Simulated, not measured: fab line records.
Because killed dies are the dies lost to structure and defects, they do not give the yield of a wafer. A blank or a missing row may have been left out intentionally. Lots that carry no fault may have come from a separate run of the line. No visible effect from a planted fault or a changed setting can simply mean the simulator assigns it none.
fab line records	flow n5-finfet	part 1 of 2: steps 1 to 23 of 38
record: lots: 5	wafers: 15	last-day: 17
route steps=1938 shown STI_FIN_REVEAL@186 DUMMY_GATE@212
lots that met no fault: taken from a fault-free run of the same line
start-h: hours from the record's first day to the start of the lot's first wafer shown	wait-h: how many hours have passed since the lot's step before this one	" same as the row above	L1.1+2: a row that stands for several wafers	- either no value or no given start	* or withheld: withheld	< > ~ a bound
route shown NAME@n: a module of which the file shows steps, and the number in the route of the first	usual: mean and standard deviation over wafers with no fault	same: alike in all rows	chamber/n: place in a boat	sites: per-site readings	_std_site: the standard deviation of these	_edge_site: mean of outer sites minus mean of inner sites	radius-mm: how far each site lies from the wafer's centre	mask NAME#n: copy n	behind: the most recent tool/chamber to have shaped the wafer	hold: the reason the lot was held/the length of the hold in hours/how it ended	device: which transistor (n, p or np) failed to switch	end of line: the route-end tests of the same wafers	for a step that has no rows: nothing shown but its recipe	killed: at the first sort, the dies lost to defects and structure; wafer yield is something else	map: a wafer's dies, marking killed ones x, the rest . and places with no die _
set.NAME: the run value of the setting; set.NAME@STEP: its run value at that earlier step	model.NAME: the simulator's own value behind a step, which no gauge read
certain route steps with their lots: each step a table, each wafer a row
services: a tool's chamber out of use, with start hour (start-h, from the record's first day; less than 0 if before it), hours out, and reason
== steps ==
step: N5_STI_FIN_REVEAL_DENSIFY_02
recipe: temp-c: 650	ambient: steam	time-s: 1800	idle-temp-c: 400	densification-p-h2o-torr: 640
usual: tube-center-temp-C: 650.01/0.06
lot.wafer	tool	chamber	start-h	wait-h	tube-center-temp-C
L074.1	furnace-02	0	29.27	0.4	650
L074.2	"	0	"	"	650.01
L074.4	"	0	"	"	650
L078.1	furnace-02	0	53.54	0.4	649.99
L078.2	"	0	"	"	650
L078.3	"	0	"	"	650.03
L090.3	furnace-03	0	125.44	0.2	650.13
L090.4	"	0	"	"	649.98
L090.5	"	0	"	"	649.99
L092.1	furnace-03	0	137.07	0.8	650.11
L092.4	"	0	"	"	650.04
L092.5	"	0	"	"	649.94
L093.3	furnace-01	0	143.97	0.2	649.96
L093.4	"	0	"	"	650.09
L093.5	"	0	"	"	649.92
step: N5_STI_FIN_REVEAL_CMP_04
recipe: stop-on: Si3N4	t-overpolish-s: 4	down-force-psi: 2	platen-rpm: 54.18	post-cmp-clean: alkaline-brush	pad-velocity-m-s: 1.078	target-thk-nm: 131.83
usual: motor-current-A: 8.0/0.73	overpolish-run-s: 4.001/0.0092	time-to-endpoint-s: 104/4.7
lot.wafer	tool	chamber	start-h	wait-h	motor-current-A	overpolish-run-s	time-to-endpoint-s
L074.4	cmp-03	2	33.44	0.0	7.3	4.013	100
L074.2	"	3	"	"	7.4	3.989	99
L074.1	"	1	"	"	8.7	3.996	99
L078.3	cmp-03	1	57.75	0.1	9.2	4.010	103
L078.2	"	2	"	"	7.6	3.995	105
L078.1	"	3	"	"	7.7	3.999	103
L090.4	cmp-03	3	129.61	0.0	7.8	3.978	107
L090.3	"	0	"	"	8.8	4.019	102
L090.5	"	0	"	"	8.7	3.994	104
L092.4	cmp-03	2	141.28	0.1	7.8	3.996	110
L092.1	"	3	"	"	7.7	3.993	109
L092.5	"	1	"	"	8.7	3.992	108
L093.3	cmp-03	2	148.13	0.0	7.7	3.990	108
L093.4	"	3	"	"	7.6	3.994	104
L093.5	"	2	"	"	7.9	3.999	110
step: N5_STI_FIN_REVEAL_THK_MEAS_05
usual: thk-nm: 131.8/1
lot.wafer	tool	chamber	start-h	wait-h	thk-nm
L074.1	film-metro-01	-	33.75	0.2	131.9
L074.2	"	-	"	"	131.6
L074.4	"	-	"	"	132.2
L078.1	film-metro-01	-	58.00	-	130.9
L078.2	"	-	"	"	132.3
L078.3	"	-	"	"	131.2
L090.3	film-metro-02	-	129.90	-	133.5
L090.4	"	-	"	"	132.2
L090.5	"	-	"	"	132.7
L092.1	film-metro-01	-	141.53	-	129.6
L092.4	"	-	"	"	132.1
L092.5	"	-	"	"	131.5
L093.3	film-metro-01	-	148.43	-	131.9
L093.4	"	-	"	"	132.7
L093.5	"	-	"	"	132.5
step: N5_STI_FIN_REVEAL_DENSIFY_30
recipe: temp-c: *	time-s: *	ambient: N2	idle-temp-c: 600	ramp-up-c-per-s: 150	ramp-down-c-per-s: 60	cool-to-c: 600
usual: lamp-power-pct: 11.53/0.056	lamp_zone_2_pct: 11.528/0.02	wafer_temp_C_max: *
lot.wafer	tool	chamber	start-h	wait-h	lamp-power-pct	lamp_zone_2_pct	wafer_temp_C_max
L074.1	rtp-anneal-01	0	34.02	0.3	11.61	11.541	*
L074.2	"	0	"	"	11.49	11.506	*
L074.4	"	0	"	"	11.60	11.528	*
L078.1	rtp-anneal-01	0	58.03	0.0	11.55	11.506	*
L078.2	"	0	"	"	11.53	11.540	*
L078.3	"	0	"	"	11.48	11.557	*
L090.3	rtp-anneal-01	0	129.99	0.1	11.48	11.524	*
L090.4	"	0	"	"	11.61	11.590	*
L090.5	"	0	"	"	11.60	11.521	*
L092.1	rtp-anneal-01	0	141.56	0.0	11.49	11.549	*
L092.4	"	0	"	"	11.48	11.531	*
L092.5	"	0	"	"	11.48	11.530	*
L093.3	rtp-anneal-02	0	148.71	0.3	11.56	11.525	*
L093.4	"	0	"	"	11.54	11.517	*
L093.5	"	0	"	"	11.56	11.519	*
step: N5_STI_FIN_REVEAL_ETCHBACK_08
recipe: chemistry: C4F6/O2	target: SiO2	target-depth-a: 305	time-s: 10.167	ion-energy-ev: 250	pressure-mtorr: 30	source-w: 345	bias-w: 185	Ar_flow_sccm: 300	C4F6_flow_sccm: 10	O2_flow_sccm: 10
usual: O2_flow_sccm: 10.000/0.029	drypump-motor-current-A: 5.8/0.47	oes-product-au: 0.77/0.069	rf-vpp-V: 663/5.4	showerhead-plenum-p-Torr: 2.88/0.098	throttle-valve-pct: 21.05/0.19
lot.wafer	tool	chamber	start-h	wait-h	O2_flow_sccm	drypump-motor-current-A	oes-product-au	rf-hours-counter-h	rf-vpp-V	showerhead-plenum-p-Torr	throttle-valve-pct
L074.1	rie-diel-01	2	34.42	0.3	9.961	5.4	0.88	34	671	3.02	20.87
L074.2	"	1	"	"	10.024	6.1	0.75	143	659	2.75	20.97
L074.4	"	3	"	"	10.001	5.1	0.90	8	668	3.02	20.75
L078.1	rie-diel-01	2	58.24	0.2	10.014	5.4	0.87	43	671	3.02	20.89
L078.2	"	1	"	"	9.971	6.1	0.74	152	661	2.74	20.98
L078.3	"	0	"	"	10.007	5.5	0.72	211	668	2.93	20.89
L090.3	rie-diel-01	3	130.17	0.2	9.980	5.1	0.84	43	668	3.00	20.81
L090.4	"	1	"	"	9.958	6.1	0.72	-	661	2.73	21.02
L090.5	"	3	"	"	10.042	5.1	0.84	-	667	3.00	20.79
L092.1	rie-diel-03	1	141.77	0.2	9.995	5.7	0.81	89	667	3.00	20.82
L092.4	"	2	"	"	9.950	6.6	0.71	195	664	2.94	21.46
L092.5	"	1	"	"	9.961	5.7	0.81	-	667	3.00	20.83
L093.3	rie-diel-05	2	148.86	0.1	9.977	6.3	0.70	184	654	2.84	21.30
L093.4	"	0	"	"	9.990	5.2	0.71	211	663	2.93	21.20
L093.5	"	3	"	"	9.978	5.3	0.73	-	659	2.83	21.28
step: N5_STI_FIN_REVEAL_STRIP_24
recipe: chemistry: N2/H2	time-s: 90	power-w: 100	temp-c: 40	pressure-mtorr: 100	rf-frequency-hz: 6e+07	bias-power-w: 3	n2-flow-sccm: 300	h2-flow-sccm: 300
usual: drypump-motor-current-A: 5.8/0.47	h2-flow-sccm: 299.9/0.84	oes-product-au: 0.77/0.068	rf-vpp-V: 45.5/0.83	showerhead-plenum-p-Torr: 3.42/0.12	throttle-valve-pct: 12.14/0.25
lot.wafer	tool	chamber	start-h	wait-h	drypump-motor-current-A	h2-flow-sccm	oes-product-au	rf-hours-counter-h	rf-vpp-V	showerhead-plenum-p-Torr	throttle-valve-pct
L074.1	rie-diel-01	2	34.45	0.0	5.4	299.9	0.87	34	46.0	3.58	11.85
L074.2	"	1	"	"	6.1	299.3	0.76	143	45.5	3.25	12.05
L074.4	"	3	"	"	5.1	300.2	0.91	8	47.0	3.60	11.83
L078.1	rie-diel-01	2	58.28	0.0	5.4	300.0	0.87	43	45.1	3.58	11.86
L078.2	"	1	"	"	6.1	300.1	0.76	152	45.0	3.25	12.07
L078.3	"	0	"	"	5.5	301.1	0.71	211	43.9	3.48	12.09
L090.3	rie-diel-01	3	130.21	0.0	5.1	299.4	0.84	43	46.2	3.58	11.93
L090.4	"	1	"	"	6.1	300.1	0.73	-	45.3	3.23	12.14
L090.5	"	3	"	"	5.2	297.3	0.83	-	46.3	3.58	11.93
L092.1	rie-diel-03	1	141.81	0.0	5.7	300.5	0.80	89	44.6	3.53	11.76
L092.4	"	2	"	"	6.6	300.3	0.72	195	44.7	3.49	12.59
L092.5	"	1	"	"	5.7	300.9	0.80	-	46.5	3.53	11.74
L093.3	rie-diel-05	2	148.90	0.0	6.3	299.2	0.71	184	45.6	3.37	12.40
L093.4	"	0	"	"	5.2	300.3	0.71	211	46.8	3.47	12.36
L093.5	"	3	"	"	5.4	300.4	0.74	-	45.7	3.37	12.38
step: N5_STI_FIN_REVEAL_PRECLEAN_25
recipe: chemistry: SPM	time-s: 90	temp-c: 120	mix: 4:1
usual: bath-guard-temp-C: 120.0/0.46
lot.wafer	tool	chamber	start-h	wait-h	bath-guard-temp-C
L074.1	wet-bench-02	7	34.57	0.1	120.1
L074.2	"	5	"	"	119.4
L074.4	"	0	"	"	120.1
L078.1	wet-bench-02	2	58.40	0.1	120.3
L078.2	"	7	"	"	120.1
L078.3	"	6	"	"	120.4
L090.3	wet-bench-02	2	130.33	0.1	119.9
L090.4	"	5	"	"	119.4
L090.5	"	0	"	"	120.4
L092.1	wet-bench-03	2	141.93	0.1	120.2
L092.4	"	3	"	"	119.1
L092.5	"	1	"	"	119.8
L093.3	wet-bench-04	7	149.02	0.1	119.7
L093.4	"	5	"	"	119.8
L093.5	"	4	"	"	120.7
step: N5_STI_FIN_REVEAL_PRECLEAN_26
recipe: chemistry: SC1	time-s: 45	temp-c: 46	mix: 1:2:100
usual: bath-guard-temp-C: 46.0/0.45
lot.wafer	tool	chamber	start-h	wait-h	bath-guard-temp-C
L074.1	wet-bench-02	7	34.60	0.0	46.3
L074.2	"	5	"	"	45.9
L074.4	"	0	"	"	46.1
L078.1	wet-bench-02	2	58.43	0.0	46.1
L078.2	"	7	"	"	45.9
L078.3	"	6	"	"	46.1
L090.3	wet-bench-02	2	130.36	0.0	46.0
L090.4	"	5	"	"	45.9
L090.5	"	0	"	"	46.0
L092.1	wet-bench-03	2	141.96	0.0	46.8
L092.4	"	3	"	"	45.2
L092.5	"	1	"	"	45.7
L093.3	wet-bench-04	7	149.08	0.0	45.7
L093.4	"	5	"	"	45.7
L093.5	"	4	"	"	47.0
step: N5_STI_FIN_REVEAL_PRECLEAN_29
recipe: chemistry: DHF	time-s: 30	temp-c: 25	dilution: 300:1
lot.wafer	tool	chamber	start-h	wait-h
L074.1+2+4	wet-bench-02	7,5,0	34.61	0.0
L078.1+2+3	wet-bench-02	2,7,6	58.44	0.0
L090.3+4+5	wet-bench-02	2,5,0	130.37	0.0
L092.1+4+5	wet-bench-03	2,3,1	141.97	0.0
L093.3+4+5	wet-bench-04	7,5,4	149.10	0.0
step: N5_STI_FIN_REVEAL_SRD_12
recipe: time-s: 30	temp-c: 23	rinse-liquid: diw	dry: ipa-marangoni
lot.wafer	tool	chamber	start-h	wait-h
L074.1+2+4	wet-bench-02	7,5,0	34.62	0.0
L078.1+2+3	wet-bench-02	2,7,6	58.45	0.0
L090.3+4+5	wet-bench-02	2,5,0	130.38	0.0
L092.1+4+5	wet-bench-03	2,3,1	141.98	0.0
L093.3+4+5	wet-bench-04	7,5,4	149.12	0.0
step: N5_STI_FIN_REVEAL_RECESS_09
recipe: chemistry: HF/NH3	target: SiO2	afs-cycles: 11	target-depth-a: 425	temp-c: 30	sublimation-temp-c: 180	sublimation-time-s: 60
usual: drypump-motor-current-A: 6.17/0.29
lot.wafer	tool	chamber	start-h	wait-h	drypump-motor-current-A
L074.1	vapor-etch-02	1	34.67	0.0	6.15
L074.2	"	0	"	"	5.83
L074.4	"	1	"	"	6.15
L078.1	vapor-etch-01	1	58.49	0.0	6.15
L078.2	"	0	"	"	6.62
L078.3	"	1	"	"	6.13
L090.3	vapor-etch-01	1	130.96	0.6	6.15
L090.4	"	0	"	"	6.65
L090.5	"	0	"	"	6.65
L092.1	vapor-etch-02	0	142.02	0.0	5.87
L092.4	"	0	"	"	5.85
L092.5	"	1	"	"	6.14
L093.3	vapor-etch-01	0	149.71	0.6	6.67
L093.4	"	1	"	"	6.10
L093.5	"	0	"	"	6.65
step: N5_STI_FIN_REVEAL_STRIP_16
recipe: chemistry: H3PO4	material: SiNx	temp-c: 165	target-depth-a: 238	overetch-fraction: 0.4964	dry: ipa-marangoni
usual: bath-guard-temp-C: 165.0/0.46
lot.wafer	tool	chamber	start-h	wait-h	bath-guard-temp-C
L074.1	wet-bench-03	1	36.28	1.1	165.2
L074.2	"	6	"	"	165.2
L074.4	"	3	"	"	164.7
L078.1	wet-bench-04	4	60.11	1.1	165.5
L078.2	"	3	"	"	164.8
L078.3	"	2	"	"	163.8
L090.3	wet-bench-03	5	132.06	0.6	164.4
L090.4	"	4	"	"	164.8
L090.5	"	6	"	"	165.1
L092.1	wet-bench-02	2	143.64	1.1	164.8
L092.4	"	7	"	"	164.6
L092.5	"	4	"	"	165.5
L093.3	wet-bench-02	5	150.80	0.6	164.4
L093.4	"	3	"	"	165.6
L093.5	"	2	"	"	165.1
step: N5_STI_FIN_REVEAL_PRECLEAN_17
recipe: chemistry: NF3:NH3	afs-cycles: 1	temp-c: 30	time-s: 20	sublimation-temp-c: 180	sublimation-time-s: 60	pressure-torr: 3	rf-power-w: 30
lot.wafer	tool	chamber	start-h	wait-h
L074.1+2+4	remote-plasma-01	0	36.56	0.0
L078.1+2+3	remote-plasma-02	0	60.38	0.0
L090.3+4+5	remote-plasma-01	1	132.39	0.1
L092.1+4+5	remote-plasma-01	1	143.91	0.0
L093.3+4+5	remote-plasma-02	0	151.15	0.1
step: N5_STI_FIN_REVEAL_ETCH_34
recipe: chemistry: H2	mode: isotropic	material: Si	target: Si	target-depth-a: 9.7	temp-c: 20	pressure-mtorr: 4.5	icp-w: 300	bias-w: 0	h2-flow-sccm: 7.5	he-flow-sccm: 142.5
usual: drypump-motor-current-A: 5.7/0.34	h2-flow-sccm: 7.500/0.023	oes-product-au: 1.002/0.018	throttle-valve-pct: 25.9/0.36
lot.wafer	tool	chamber	start-h	wait-h	drypump-motor-current-A	h2-flow-sccm	oes-product-au	rf-hours-counter-h	throttle-valve-pct
L074.1	rie-si-05	0	36.76	0.2	5.8	7.482	1.026	142	26.2
L074.2	"	3	"	"	5.5	7.488	0.990	180	26.0
L074.4	"	2	"	"	5.3	7.529	1.002	68	26.0
L078.1	rie-si-06	1	60.59	0.2	6.2	7.499	0.988	196	25.6
L078.2	"	3	"	"	6.5	7.530	0.990	9	25.0
L078.3	"	2	"	"	5.2	7.464	1.017	22	25.8
L090.3	rie-si-05	3	132.54	0.1	5.5	7.515	0.993	182	26.0
L090.4	"	2	"	"	5.3	7.523	0.997	70	26.0
L090.5	"	1	"	"	5.9	7.514	1.033	-	26.0
L092.1	rie-si-04	2	144.18	0.2	5.7	7.516	0.976	109	26.1
L092.4	"	3	"	"	5.7	7.489	0.994	63	25.2
L092.5	"	1	"	"	5.3	7.500	1.004	-	26.1
L093.3	rie-si-05	1	151.34	0.1	5.9	7.506	1.028	2	26.0
L093.4	"	2	"	"	5.4	7.467	1.000	70	26.0
L093.5	"	3	"	"	5.5	7.498	0.987	-	26.0
step: N5_STI_FIN_REVEAL_OXIDATION_31
recipe: chemistry: O2_PLASMA_REMOTE	temp-c: 150	time-s: 20	pressure-mtorr: 1000	source-power-w: 2000	o2-flow-sccm: 3000
usual: drypump-motor-current-A: 5.69/0.21	heater-power-w: 138/11
lot.wafer	tool	chamber	start-h	wait-h	drypump-motor-current-A	heater-power-w	rf-hours-counter-h
L074.1	plasma-asher-02	0	36.82	0.0	5.64	122	33
L074.2	"	1	"	"	5.96	149	33
L074.4	"	0	"	"	5.63	122	-
L078.1	plasma-asher-01	0	60.65	0.0	5.40	138	81
L078.2	"	1	"	"	5.58	141	81
L078.3	"	1	"	"	5.62	139	-
L090.3	plasma-asher-02	0	132.62	0.1	5.64	123	-
L090.4	"	1	"	"	5.99	148	-
L090.5	"	0	"	"	5.64	121	-
L092.1	plasma-asher-02	1	144.24	0.0	6.02	148	57
L092.4	"	1	"	"	5.97	149	-
L092.5	"	1	"	"	5.96	154	-
L093.3	plasma-asher-02	1	151.42	0.1	5.96	152	-
L093.4	"	0	"	"	5.62	122	-
L093.5	"	1	"	"	6.00	148	-
step: N5_STI_FIN_REVEAL_PRECLEAN_32
recipe: chemistry: NF3:NH3	afs-cycles: 1	temp-c: 30	time-s: 20	sublimation-temp-c: 180	sublimation-time-s: 60	pressure-torr: 3	rf-power-w: 30
lot.wafer	tool	chamber	start-h	wait-h
L074.1+2+4	remote-plasma-02	0	36.90	0.1
L078.1+2+3	remote-plasma-01	1	60.73	0.1
L090.3+4+5	remote-plasma-02	1	132.74	0.1
L092.1+4+5	remote-plasma-02	1	144.32	0.1
L093.3+4+5	remote-plasma-01	1	151.56	0.1
step: N5_STI_FIN_REVEAL_STRIP_35
recipe: chemistry: H3PO4	material: Si3N4	temp-c: 165	target-depth-a: 40	time-s: 39
usual: bath-guard-temp-C: 165.0/0.43
lot.wafer	tool	chamber	start-h	wait-h	bath-guard-temp-C
L074.1	wet-bench-04	0	37.11	0.2	164.8
L074.2	"	6	"	"	164.9
L074.4	"	5	"	"	164.7
L078.1	wet-bench-04	5	60.94	0.2	164.7
L078.2	"	1	"	"	165.0
L078.3	"	4	"	"	165.7
L090.3	wet-bench-03	3	132.89	0.1	164.5
L090.4	"	4	"	"	164.6
L090.5	"	5	"	"	164.8
L092.1	wet-bench-03	5	144.59	0.2	164.5
L092.4	"	2	"	"	165.2
L092.5	"	6	"	"	165.1
L093.3	wet-bench-04	6	151.75	0.2	164.8
L093.4	"	3	"	"	164.8
L093.5	"	2	"	"	164.1
step: N5_STI_FIN_REVEAL_SRD_21
recipe: dry: ipa-marangoni	time-s: 30	temp-c: 23	rinse-liquid: diw
lot.wafer	tool	chamber	start-h	wait-h
L074.1+2+4	wet-bench-04	0,6,5	37.13	0.0
L078.1+2+3	wet-bench-04	5,1,4	60.96	0.0
L090.3+4+5	wet-bench-03	3,4,5	132.90	0.0
L092.1+4+5	wet-bench-03	5,2,6	144.60	0.0
L093.3+4+5	wet-bench-04	6,3,2	151.78	0.0
step: N5_STI_FIN_REVEAL_OXIDATION_33
recipe: chemistry: O2_PLASMA_REMOTE	temp-c: 150	time-s: 20	pressure-mtorr: 1000	source-power-w: 2000	o2-flow-sccm: 3000
usual: drypump-motor-current-A: 5.63/0.2	heater-power-w: 138/9
lot.wafer	tool	chamber	start-h	wait-h	drypump-motor-current-A	heater-power-w	rf-hours-counter-h
L074.1	plasma-asher-01	1	37.17	0.0	5.63	136	76
L074.2	"	0	"	"	5.39	141	76
L074.4	"	1	"	"	5.62	136	-
L078.1	plasma-asher-02	1	61.05	0.1	5.98	145	39
L078.2	"	0	"	"	5.62	120	39
L078.3	"	1	"	"	5.99	152	-
L090.3	plasma-asher-02	0	133.28	0.4	5.64	124	-
L090.4	"	1	"	"	6.02	154	-
L090.5	"	0	"	"	5.64	122	-
L092.1	plasma-asher-02	0	144.65	0.0	5.62	120	57
L092.4	"	0	"	"	5.62	122	-
L092.5	"	1	"	"	6.00	148	-
L093.3	plasma-asher-01	1	151.86	0.0	5.61	140	-
L093.4	"	0	"	"	5.44	141	-
L093.5	"	1	"	"	5.61	140	-
step: N5_STI_FIN_REVEAL_CLEAN_19
recipe: chemistry: O3/DIW	temp-c: 25	time-s: 120	o3-ppm: 10
lot.wafer	tool	chamber	start-h	wait-h
L074.1+2+4	wet-bench-03	6,0,1	37.26	0.1
L078.1+2+3	wet-bench-02	0,6,5	61.13	0.1
L090.3+4+5	wet-bench-03	5,4,2	133.35	0.1
L092.1+4+5	wet-bench-04	1,3,7	144.74	0.1
L093.3+4+5	wet-bench-02	2,6,4	151.93	0.0
step: N5_STI_FIN_REVEAL_SRD_23
recipe: dry: ipa-marangoni	time-s: 30	temp-c: 23	rinse-liquid: diw
lot.wafer	tool	chamber	start-h	wait-h
L074.1+2+4	wet-bench-03	6,0,1	37.30	0.0
L078.1+2+3	wet-bench-02	0,6,5	61.17	0.0
L090.3+4+5	wet-bench-03	5,4,2	133.39	0.0
L092.1+4+5	wet-bench-04	1,3,7	144.81	0.0
L093.3+4+5	wet-bench-02	2,6,4	151.96	0.0
step: N5_STI_FIN_REVEAL_CD_MEAS_22
recipe: target-cd-nm: 6.238	pitch-nm: 28	polarity: line
usual: cd-nm: 6.23/0.26
lot.wafer	tool	chamber	start-h	wait-h	cd-nm
L074.1	cd-sem-03	-	37.34	0.0	5.81
L074.2	"	-	"	"	6.03
L074.4	"	-	"	"	5.92
L078.1	cd-sem-01	-	61.21	0.0	6.02
L078.2	"	-	"	"	5.84
L078.3	"	-	"	"	6.40
L090.3	cd-sem-03	-	133.43	0.0	5.81
L090.4	"	-	"	"	6.24
L090.5	"	-	"	"	6.06
L092.1	cd-sem-03	-	144.86	0.0	6.06
L092.4	"	-	"	"	6.01
L092.5	"	-	"	"	6.19
L093.3	cd-sem-02	-	152.01	0.0	6.07
L093.4	"	-	"	"	6.38
L093.5	"	-	"	"	6.26
step: N5_STI_FIN_REVEAL_FIN_H_MEAS_10
usual: trench-depth-nm: 51.8/0.65
lot.wafer	tool	chamber	start-h	wait-h	trench-depth-nm
L074.1	ocd-02	-	37.37	0.0	53.0
L074.2	"	-	"	"	50.9
L074.4	"	-	"	"	52.1
L078.1	ocd-02	-	61.24	0.0	52.5
L078.2	"	-	"	"	51.6
L078.3	"	-	"	"	51.7
L090.3	ocd-02	-	133.46	0.0	53.1
L090.4	"	-	"	"	51.8
L090.5	"	-	"	"	52.1
L092.1	ocd-01	-	144.89	0.0	51.7
L092.4	"	-	"	"	50.9
L092.5	"	-	"	"	51.0
L093.3	ocd-02	-	152.04	0.0	51.8
L093.4	"	-	"	"	51.5
L093.5	"	-	"	"	51.7
